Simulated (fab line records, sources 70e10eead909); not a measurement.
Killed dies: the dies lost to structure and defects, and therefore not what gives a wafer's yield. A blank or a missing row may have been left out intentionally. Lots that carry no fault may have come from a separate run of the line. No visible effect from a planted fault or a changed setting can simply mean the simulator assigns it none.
Chamber matching | flow nandHarc | NHARC_A_CHANNEL_HOLE_D1_DESCUM_15 on rieDiel-12: 4 sister chambers
The step chemistry O2, time 3 s. 4 wafers are shown with their chamber, then 12 later ones without.

WAFERS WITH THEIR CHAMBER
wafer  | chamber | showerheadPlenumPTorr (Torr)
L089.1 | 2       | 1.84
L089.2 | 3       | 1.78
L091.4 | 1       | 1.90
L091.6 | 0       | 1.86

WAFERS WHOSE CHAMBER IS MISSING
wafer  | showerheadPlenumPTorr (Torr)
L092.1 | 1.83
L092.3 | 1.90
L092.6 | 1.86
L094.4 | 1.86
L094.5 | 1.86
L094.6 | 1.90
L095.1 | 1.78
L095.2 | 1.86
L095.5 | 1.83
L096.1 | 1.86
L096.2 | 1.83
L096.3 | 1.78

WHICH CHAMBER EACH ONE RAN IN
wafer  | from the rows above | in truth
L092.1 | 2                   | 2
L092.3 | 1                   | 1
L092.6 | 0                   | 0
L094.4 | 0                   | 0
L094.5 | 0                   | 0
L094.6 | 1                   | 1
L095.1 | 3                   | 3
L095.2 | 0                   | 0
L095.5 | 2                   | 2
L096.1 | 0                   | 0
L096.2 | 2                   | 2
L096.3 | 3                   | 3
Correct placement for 12 of the 12. Not placeable from these rows: 0. 0 placed wrongly.
How it was worked out, from the rows above alone: a wafer's distance from a chamber is the root of the sum, over the readings, of the square of ((its reading less the chamber's mean) divided by the reading's scatter). The wafer belongs to the nearest chamber; if the next one is less than 2 further off, it can't be placed. Each chamber's mean is taken over the wafers shown for it. The scatter: root of mean squared gap, hidden wafer to nearest shown wafer, with one shown wafer a chamber.
